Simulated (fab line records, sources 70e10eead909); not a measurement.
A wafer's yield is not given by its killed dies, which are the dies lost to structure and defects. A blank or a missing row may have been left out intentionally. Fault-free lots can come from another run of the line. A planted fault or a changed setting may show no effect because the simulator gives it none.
8D (eight disciplines) problem report, filled in by code ; flow nand_harc ; the parts of the form that need people (team, actions taken, sign-off) are left out

== 1. THE ISSUE ==
Mean of developer_temp_C at NHARC_P_GATE_DEVELOP_25: 22.09 C across 6 wafers in 2 lots; on wafers with no fault it is 23.01 C (standard deviation 0.1). Measured from the usual mean, that is -9.2 standard deviations.
The step: develop time 35 s.
First observed at day 10 04:00: wafer L200.1, on litho_track-04. At this step, 36 wafers from 12 lots have a number in the record. The rule behind "out" and "out of limits": a value lying over 4 standard deviations away from the usual mean. The rest of the wafers with a number are treated as sound.

== 2. WHAT IT IS, AND WHAT IT ISN'T ==
question;is;is not
which readings at this step;developer_temp_C;resist_line_temp_C
which lots;L200, L201;L191, L192, L194, L195, L197, L206, L207, L208, L210, L211
which wafers of those lots;all that have a number;-
read on which tools;litho_track-04;litho_track-01, litho_track-06
when;from day 10 04:00;"up to then (15 sound wafers); but 15 sound wafers of L206, L207, L208, L210, L211 came after"

== 3. WHAT RULES OUT EACH SUSPECT ==
Counting: any tool at a process step up to the reading is kept as a suspect provided that every lot that is out went through it and no sound lot did after the first of them.
- litho_track-04 at NHARC_P_GATE_DEVELOP_25 (develop time 35 s): ruled out as a lasting fault. After its first lot that is out, L200 (day 10 04:00), sound lots L210, L211 ran on it.
Left after counting: nothing in the record.

== 4. THE CAUSE (what the simulator had put in) ==
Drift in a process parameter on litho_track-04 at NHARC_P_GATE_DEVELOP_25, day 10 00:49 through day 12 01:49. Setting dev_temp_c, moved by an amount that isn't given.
Counting ruled it out, wrongly.

== 5. THE EFFECT CHAIN, in route order ==
Each row: a reading where the mean over the struck wafers with a number is more than 3 standard deviations away from the usual. Scope: only readings with a usual standard deviation given in the record; hours: median across lots of the time from each lot's start at the first step in this table that gives one to its start at this step; sigmas: change in usual standard deviations.
hours;step;reading;usual;on struck wafers;change;sigmas
0;NHARC_P_GATE_DEVELOP_25;developer_temp_C;23.01 C;22.09;-0.92;-9.2
Process steps it contains:
- NHARC_P_GATE_DEVELOP_25: develop time 35 s.
Later steps that measure or inspect, where all struck wafers having a row at the step show a number for every such reading and not one has moved that far: NHARC_P_GATE_INSPECT_28, NHARC_END_SORT_01.

== 6. HOW IT WOULD HAVE BEEN CAUGHT EARLIER ==
First out-of-limits reading in this record: day 10 04:00, which is 3 hours after fault onset at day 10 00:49.
